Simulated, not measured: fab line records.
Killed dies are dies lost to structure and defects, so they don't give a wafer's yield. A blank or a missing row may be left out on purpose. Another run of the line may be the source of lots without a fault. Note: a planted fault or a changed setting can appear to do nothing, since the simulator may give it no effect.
Problem report in the 8D (eight disciplines) form, filled by code + flow n5 finfet + the parts of the form that need people (team, actions taken, sign-off) are left out

== 1. WHAT WENT WRONG ==
M12_THK at N5_BEOL_M12_THK_MEAS_50 reads a mean of 597 nm on 3 wafers of 2 lots; wafers without a fault read 317 nm with a standard deviation of 5.2. Relative to the usual mean, that is a shift of +54 standard deviations.
The step: measures by xrf.
The first sign was on wafer L238.1 at day 15 11:01, on film metro-02. Wafers with a number at this step in the record: 27, from 9 lots. Rule for "out", or "out of limits": more than 4 standard deviations from the usual mean. The rest of the wafers with a number are treated as sound.

== 2. WHAT IT IS, WHAT IT ISN'T ==
| question                    | is                     | is not                                                                                       |
|-----------------------------|------------------------|----------------------------------------------------------------------------------------------|
| which readings at this step | M12_THK                | -                                                                                            |
| which lots                  | L237, L238             | L221, L225, L228, L239, L241, L242, L243                                                     |
| which wafers of those lots  | L237.1, L238.1, L238.4 | L237.3, L237.6, L238.3                                                                       |
| read on which gauges        | film metro-02          | film metro-01                                                                                |
| when                        | from day 15 11:01      | up to then (10 sound wafers); but 14 sound wafers of L237, L239, L241, L242, L243 came after |

== 3. THE SUSPECTS, EACH WITH WHAT RULES IT OUT ==
Counting: if a tool at a process step up to the reading ran every lot that is out, it stays a suspect. Sound lots after the first of them don't rule it out here, since some wafers of a struck lot are sound.
- the gauge at N5_BEOL_M12_THK_MEAS_50: ruled out. All the wafers that are out were read on film metro-02, but those of them that N5_BEOL_M12_CMP_49 has rows for are out there too, on other tools.
- rtp anneal-02 at N5_BEOL_M12_ANNEAL_48 (time 90 s): kept. Ran every lot that is out, first one L238 (day 15 10:25); last sound lot up to then L225 (day 11 18:58).
- cmp-01 at N5_BEOL_M12_CMP_49 (polishes, stops on SiOC, t overpolish 20.6 s, target thk 320 nm): kept. It ran every lot that is out, first L238 (day 15 10:43). Out on those wafers are its own readings of barrier field endpoint s, overpolish run s.
Left after counting: rtp anneal-02 at N5_BEOL_M12_ANNEAL_48, cmp-01 at N5_BEOL_M12_CMP_49.

== 4. THE CAUSE (what the simulator had put in) ==
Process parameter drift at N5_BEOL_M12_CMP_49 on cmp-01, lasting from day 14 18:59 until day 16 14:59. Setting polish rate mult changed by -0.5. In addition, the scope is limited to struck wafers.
After counting, 2 suspects remain, this tool included.

== 5. THE EFFECT CHAIN, in route order ==
Rows list readings where the struck wafers' mean (over those with a number) sits beyond 3 standard deviations from the usual. Only readings whose record carries a usual standard deviation are examined. hours: median over the lots of the time between each lot's start at the first step of this table that gives one and its start at this step. sigmas: the change, counted in usual standard deviations.
| hours | step                    | reading                  | usual    | on struck wafers | change  | sigmas      |
|-------|-------------------------|--------------------------|----------|------------------|---------|-------------|
| 0     | N5_BEOL_M12_CMP_49      | barrier field endpoint s | 30.4 s   | 60.8             | +30.4   | +42         |
| 0     | N5_BEOL_M12_CMP_49      | overpolish run s         | 20.599 s | 5.422            | -15.177 | -99 or more |
| 0     | N5_BEOL_M12_THK_MEAS_50 | M12_THK                  | 317 nm   | 597              | +280    | +54         |
| 0     | N5_BEOL_M12_INSPECT_55  | raw defect count         | 68       | 4869             | +4801   | +99 or more |
| 43    | N5_PASSIVATION_PROBE_49 | defect limited yield     | 91.6 %   | 0.0              | -91.6   | -65         |
| 43    | N5_PASSIVATION_PROBE_49 | killed_at_M4_up          | 14       | 1070             | +1056   | +99 or more |
| 43    | N5_PASSIVATION_PROBE_49 | killed dies              | 99       | 1180             | +1081   | +64         |
| 43    | N5_PASSIVATION_PROBE_49 | killed on rim            | 13       | 152              | +139    | +37         |
| 43    | N5_PASSIVATION_PROBE_49 | sort n pass              | 1081     | 0                | -1081   | -64         |
| 43    | N5_PASSIVATION_PROBE_49 | sort yield pct           | 91.6 %   | 0.0              | -91.6   | -65         |
Process steps it contains:
- N5_BEOL_M12_CMP_49: polishes, stops on SiOC, t overpolish 20.6 s, target thk 320 nm.
- N5_PASSIVATION_PROBE_49

== 6. WHAT WOULD HAVE CAUGHT IT SOONER ==
The first out-of-limits reading at a measuring or inspecting step in this record came at day 15 11:01, 16 hours after the fault's start at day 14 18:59.
Tool's own readings at N5_BEOL_M12_CMP_49, barrier field endpoint s, overpolish run s: out on all struck wafers the step has rows for; an alarm limit on them would have tripped on the first.
Of the lots that are out (2), L237 began N5_BEOL_M12_CMP_49 on cmp-01 after day 15 11:01. Had the tool been put on hold then, it would have been spared.
